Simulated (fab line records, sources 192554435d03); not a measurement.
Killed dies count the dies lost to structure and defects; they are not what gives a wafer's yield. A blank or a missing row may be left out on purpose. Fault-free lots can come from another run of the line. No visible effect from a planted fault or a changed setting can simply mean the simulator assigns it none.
Split-lot experiment :: flow n5_finfet :: 7 lots, 21 wafers read, on a route of 1938 steps

## ABOUT THE SPLIT
At N5_BEOL_M5_COAT_66 (time 60 s, resist thk 12 nm), the setting spin_rpm was moved away from the recipe's 1500 rpm on 7 of the 21 wafers read, by -7.6% to +10.3%. For the rest of the wafers, this setting stayed at what the recipe calls for.

## FROM THE SPLIT TO THE READING: what the file shows between them, 5 steps
- N5_BEOL_M5_COAT_74: time 60 s, resist thk 5 nm
- N5_BEOL_M5_COAT_22: resist thk 30 nm
- N5_BEOL_M5_DESCUM_33: chemistry O2, time 7 s
- N5_BEOL_M5_ETCH_75: etches underlayer in N2/H2, target depth 6.5 nm, time 5.2 s
- N5_BEOL_M5_ETCH_67: etches SiARC in CF4, target depth 15.6 nm, time 26 s

## THE READING
SiARC_of_BEOL_M5_COAT_66.thk_nm (the simulator's own value, which no gauge read), in nm, at N5_BEOL_M5_ETCH_68 (etches SOC in N2/H2, target depth 80 nm, overetch 16 nm, time 120 s). The file does not state a usual value for it. Here, 14 wafers ran the recipe; their average is 6.5 nm with a standard deviation of 0.16 nm.

wafer: L074.1
tool, chamber at the split: litho_track-01, 0
spin_rpm as run, rpm: 1500
against the recipe: recipe
SiARC_of_BEOL_M5_COAT_66.thk_nm, nm: 6.8
against lot-mates on the recipe: -

wafer: L074.2
tool, chamber at the split: litho_track-01, 0
spin_rpm as run, rpm: 1500
against the recipe: recipe
SiARC_of_BEOL_M5_COAT_66.thk_nm, nm: 6.4
against lot-mates on the recipe: -

wafer: L074.3
tool, chamber at the split: litho_track-01, 0
spin_rpm as run, rpm: 1500
against the recipe: recipe
SiARC_of_BEOL_M5_COAT_66.thk_nm, nm: 6.6
against lot-mates on the recipe: -

wafer: L075.1
tool, chamber at the split: litho_track-05, 0
spin_rpm as run, rpm: 1500
against the recipe: recipe
SiARC_of_BEOL_M5_COAT_66.thk_nm, nm: 6.2
against lot-mates on the recipe: -

wafer: L075.3
tool, chamber at the split: litho_track-05, 0
spin_rpm as run, rpm: 1423
against the recipe: -5.1%
SiARC_of_BEOL_M5_COAT_66.thk_nm, nm: 7
against lot-mates on the recipe: +0.8

wafer: L075.5
tool, chamber at the split: litho_track-05, 0
spin_rpm as run, rpm: 1423
against the recipe: -5.1%
SiARC_of_BEOL_M5_COAT_66.thk_nm, nm: 6.8
against lot-mates on the recipe: +0.6

wafer: L081.2
tool, chamber at the split: litho_track-03, 0
spin_rpm as run, rpm: 1655
against the recipe: +10.3%
SiARC_of_BEOL_M5_COAT_66.thk_nm, nm: 5.8
against lot-mates on the recipe: -1.0

wafer: L081.3
tool, chamber at the split: litho_track-03, 0
spin_rpm as run, rpm: 1500
against the recipe: recipe
SiARC_of_BEOL_M5_COAT_66.thk_nm, nm: 6.8
against lot-mates on the recipe: -

wafer: L081.4
tool, chamber at the split: litho_track-03, 0
spin_rpm as run, rpm: 1655
against the recipe: +10.3%
SiARC_of_BEOL_M5_COAT_66.thk_nm, nm: 5.8
against lot-mates on the recipe: -1.0

wafer: L084.3
tool, chamber at the split: litho_track-03, 0
spin_rpm as run, rpm: 1500
against the recipe: recipe
SiARC_of_BEOL_M5_COAT_66.thk_nm, nm: 6.4
against lot-mates on the recipe: -

wafer: L084.4
tool, chamber at the split: litho_track-03, 0
spin_rpm as run, rpm: 1500
against the recipe: recipe
SiARC_of_BEOL_M5_COAT_66.thk_nm, nm: 6.6
against lot-mates on the recipe: -

wafer: L084.6
tool, chamber at the split: litho_track-03, 0
spin_rpm as run, rpm: 1500
against the recipe: recipe
SiARC_of_BEOL_M5_COAT_66.thk_nm, nm: 6.6
against lot-mates on the recipe: -

wafer: L085.1
tool, chamber at the split: litho_track-01, 0
spin_rpm as run, rpm: 1500
against the recipe: recipe
SiARC_of_BEOL_M5_COAT_66.thk_nm, nm: 6.4
against lot-mates on the recipe: -

wafer: L085.2
tool, chamber at the split: litho_track-01, 0
spin_rpm as run, rpm: 1386
against the recipe: -7.6%
SiARC_of_BEOL_M5_COAT_66.thk_nm, nm: 7.2
against lot-mates on the recipe: +0.8

wafer: L085.6
tool, chamber at the split: litho_track-01, 0
spin_rpm as run, rpm: 1500
against the recipe: recipe
SiARC_of_BEOL_M5_COAT_66.thk_nm, nm: 6.4
against lot-mates on the recipe: -

wafer: L092.2
tool, chamber at the split: litho_track-03, 0
spin_rpm as run, rpm: 1631
against the recipe: +8.7%
SiARC_of_BEOL_M5_COAT_66.thk_nm, nm: 6
against lot-mates on the recipe: -0.6

wafer: L092.3
tool, chamber at the split: litho_track-03, 0
spin_rpm as run, rpm: 1500
against the recipe: recipe
SiARC_of_BEOL_M5_COAT_66.thk_nm, nm: 6.6
against lot-mates on the recipe: -

wafer: L092.5
tool, chamber at the split: litho_track-03, 0
spin_rpm as run, rpm: 1631
against the recipe: +8.7%
SiARC_of_BEOL_M5_COAT_66.thk_nm, nm: 5.8
against lot-mates on the recipe: -0.8

wafer: L094.2
tool, chamber at the split: litho_track-01, 0
spin_rpm as run, rpm: 1500
against the recipe: recipe
SiARC_of_BEOL_M5_COAT_66.thk_nm, nm: 6.4
against lot-mates on the recipe: -

wafer: L094.3
tool, chamber at the split: litho_track-01, 0
spin_rpm as run, rpm: 1500
against the recipe: recipe
SiARC_of_BEOL_M5_COAT_66.thk_nm, nm: 6.4
against lot-mates on the recipe: -

wafer: L094.6
tool, chamber at the split: litho_track-01, 0
spin_rpm as run, rpm: 1500
against the recipe: recipe
SiARC_of_BEOL_M5_COAT_66.thk_nm, nm: 6.4
against lot-mates on the recipe: -

THE FIT
A straight line over all 21 wafers: SiARC_of_BEOL_M5_COAT_66.thk_nm changes by -0.0729 nm for each +1% of spin_rpm; r = -0.92; the points scatter about the line by 0.15 nm.
The same after taking each lot's own level away (the mean of its wafers on the recipe; 21 wafers): -0.0985 nm for each +1%; r = -0.97; scatter 0.11 nm.
The reading moves by 1 nm for the largest change in spin_rpm, on that fit.
From 6.20 to 6.80 nm: that is the span of the lots' own levels, equal to 3.6 times the standard deviation above.
Hence the slope depends on the lot-to-lot level, as the two fits are not the same.
Check: with one of the wafers moved furthest among these (+10.3%) left out of the fit, the line predicts -0.973 nm for it against its lot-mates. Against them it came out at -1 nm.

## THE WHOLE CHAIN: every reading that the file lists as answering this split, in the file's order
step: N5_BEOL_M5_COAT_66
what it does: time 60 s, resist thk 12 nm
reading: SiARC_of_BEOL_M5_COAT_66.thk_nm (the simulator's own value, which no gauge read)
change (the file's fit): -0.0591 nm for each +1% of the setting
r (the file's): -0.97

step: N5_BEOL_M5_ETCH_67
what it does: etches SiARC in CF4, target depth 15.6 nm, time 26 s
reading: etch.depth_nm (the simulator's own value, which no gauge read)
change (the file's fit): -0.0611 nm for each +1% of the setting
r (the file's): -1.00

step: N5_BEOL_M5_ETCH_68
what it does: etches SOC in N2/H2, target depth 80 nm, overetch 16 nm, time 120 s
reading: SiARC_of_BEOL_M5_COAT_66.thk_nm (the simulator's own value, which no gauge read)
change (the file's fit): -0.0978 nm for each +1% of the setting
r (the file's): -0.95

## FILE'S OWN FIT
SiARC_of_BEOL_M5_COAT_66.thk_nm changes by -0.0978 nm for each +1% of spin_rpm, r = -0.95.
